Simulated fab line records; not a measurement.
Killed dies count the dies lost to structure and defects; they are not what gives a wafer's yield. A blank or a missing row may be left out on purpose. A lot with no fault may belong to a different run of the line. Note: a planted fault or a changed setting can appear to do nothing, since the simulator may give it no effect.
Comparing a struck lot with a sound one :: flow n5 finfet :: 36 steps out of a route of 1938
Sound: these wafers, L963.1, L963.5, L963.6. Struck: wafer L974.5. (L974.1, L974.2 of the same lot were not struck and are left out.) The cause comes at the end.
Each step with rows lists, per side, the tool, then ch with its chambers, then its first start. Under that, the readings that differ: sound wafers :: struck wafers :: difference of the means :: sigmas: that difference in standard deviations of wafers without a fault.
alike: readings whose means differ by less than 2 such deviations, and words and numbers that are the same on both sides. not compared: withheld readings, readings that some wafer has no value for, bounds like >300 that may hide the same value, and numbers for which the record gives no deviation and whose values overlap.
The two part at a step that has a row with sigmas, a row that says differs or no value, or rows on one side only. When numbers do not overlap yet have no deviation, they are printed without sigmas and do not part them. Lack of a reading on every wafer of one side parts them only where that side has two or more wafers.

first, 9 steps without rows for these wafers: N5_BEOL_M12_PRE_CLEAN_42 (time 30 s); N5_BEOL_M12_SPUTTER_43 (material TaN, target thk 15 nm, time 24.19 s); N5_BEOL_M12_SPUTTER_44 (material Ta, target thk 10 nm, time 16.13 s); N5_BEOL_M12_SPUTTER_45 (material Cu, target thk 80 nm, time 13.33 s); N5_BEOL_M12_ECD_47 (material Cu, target thk 720 nm); N5_BEOL_M12_ANNEAL_48 (time 90 s); N5_BEOL_M12_CMP_49 (polishes, stops on SiOC, t overpolish 20.6 s, target thk 320 nm); N5_BEOL_M12_PRE_CLEAN_52 (time 15 s); N5_BEOL_M12_DEP_53 (deposits SiCN from 3MS/NH3, target thk 30 nm, time 10.5 s).
N5_BEOL_M13_ILD_DEP_00: deposits SiOC from DEMS/O2, target thk 837.92 nm, time 166.4 s.
  sound on pecvd-02 ch 0,1,2, day 12 10:44; struck on pecvd-02 ch 2, day 14 21:49
reading: run length s (s)
sound: 210.8 211.8 210.0
struck: 284.7
difference: +73.8
sigmas: +89

reading: model.SiOC_of_BEOL_M13_ILD_DEP_00.thk nm (nm)
sound: 843.6 851.8 854
struck: 1238
difference: +388
sigmas: 
  alike: heater power w, showerhead plenum p Torr, throttle valve pct
N5_BEOL_M13_THK_MEAS_01:
  sound on film metro-02 at day 12 10:53; struck on film metro-01 at day 14 21:58
reading: M13_ILD_THK (nm)
sound: 845 852 854
struck: 1238
difference: +388
sigmas: +35
then, 10 steps without rows for these wafers: N5_BEOL_M13_COAT_58 (time 60 s, resist thk 89 nm); N5_BEOL_M13_COAT_04 (resist thk 400 nm); N5_BEOL_M13_EBR_06; N5_BEOL_M13_SOFTBAKE_05 (time 60 s); N5_BEOL_M13_EXPOSE_07 (exposes mask V12); N5_BEOL_M13_PEB_08 (peb time 90 s); N5_BEOL_M13_DEVELOP_09 (develop time 45 s); N5_BEOL_M13_HARDBAKE_14 (time 120 s); N5_BEOL_M13_DESCUM_15 (chemistry O2, time 7.9 s); N5_BEOL_M13_ETCH_59 (etches BARC in N2/H2, target depth 89 nm, overetch 26.7 nm, time 67.9 s).
N5_BEOL_M13_VIA_ETCH_16: etches SiOC in C4F8/O2/Ar, target depth 921.7 nm.
  sound on rie diel-05 ch 2,3, day 12 11:29; struck on rie diel-02 ch 2, day 14 22:34
reading: model.etch.depth nm (nm)
sound: 843.6 851.8 854
struck: 1238
difference: +388
sigmas: 

reading: model.coat_of_BEOL_M13_COAT_04.thk nm (nm)
sound: 66.8 65.6 66.6
struck: 0
difference: -66
sigmas: 

reading: model.BARC_of_BEOL_M13_COAT_58.thk nm (nm)
sound: 89 88.8 89.2
struck: 38.4
difference: -50.6
sigmas: 
  alike: drypump motor current A, oes product au, rf vpp V, showerhead plenum p Torr, throttle valve pct
N5_BEOL_M13_STRIP_63: strips in N2/H2.
  sound on plasma asher-02 ch 0,1, day 12 11:43; struck on plasma asher-02 ch 1, day 14 22:48
reading: oes product au (a.u.)
sound: 0.681 0.671 0.676
struck: 0.235
difference: -0.441
sigmas: -99 or more

reading: strip time to endpoint s (s)
sound: 26.7 26.4 26.6
struck: 0.0
difference: -26.6
sigmas: -24
  alike: drypump motor current A, heater power w
  not compared: rf hours counter h
N5_BEOL_M13_STRIP_64: strips in N2/H2.
  sound on plasma asher-02 ch 0,1, day 12 11:47; struck on plasma asher-02 ch 1, day 14 22:52
reading: oes product au (a.u.)
sound: 0.714 0.721 0.713
struck: 0.642
difference: -0.074
sigmas: -16

reading: strip time to endpoint s (s)
sound: 31.30 31.25 31.34
struck: 17.86
difference: -13.44
sigmas: -99 or more
  alike: drypump motor current A, heater power w
  not compared: rf hours counter h
then, 11 steps without rows for these wafers: N5_BEOL_M13_STRIP_71 (strips in post etch residue remover, time 60 s); N5_BEOL_M13_SRD_72 (time 30 s, dry time 30 s); N5_BEOL_M13_COAT_65 (time 60 s, resist thk 350 nm); N5_BEOL_M13_COAT_66 (time 60 s, resist thk 110 nm); N5_BEOL_M13_COAT_22 (resist thk 300 nm); N5_BEOL_M13_EBR_24; N5_BEOL_M13_SOFTBAKE_23 (time 60 s); N5_BEOL_M13_EXPOSE_25 (exposes mask M13, target cd 210 nm); N5_BEOL_M13_PEB_26 (peb time 90 s); N5_BEOL_M13_DEVELOP_27 (develop time 45 s); N5_BEOL_M13_HARDBAKE_32 (time 120 s).
N5_BEOL_M13_CMP_49: polishes, stops on SiOC, t overpolish 17.1 s, target thk 420 nm.
  sound on cmp-02 ch 1,2, day 12 14:59; struck on cmp-02 ch 2, day 15 03:44
reading: model.SiOC_of_BEOL_M13_ILD_DEP_00.thk nm (nm)
sound: 784 792.8 794.8
struck: 1178
difference: +387
sigmas: 
  alike: motor current A, platen rpm, retaining ring pressure frac, slurry filter dp kPa

WHERE THEY PART
Earliest at N5_BEOL_M13_ILD_DEP_00; latest, in this record, at N5_BEOL_M13_STRIP_64. Later steps at which nothing parts them and some readings are alike: N5_BEOL_M13_CMP_49.

WHY: the cause the simulator had injected
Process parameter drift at N5_BEOL_M13_ILD_DEP_00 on pecvd-02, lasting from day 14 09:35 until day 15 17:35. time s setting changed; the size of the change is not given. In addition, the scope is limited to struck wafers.
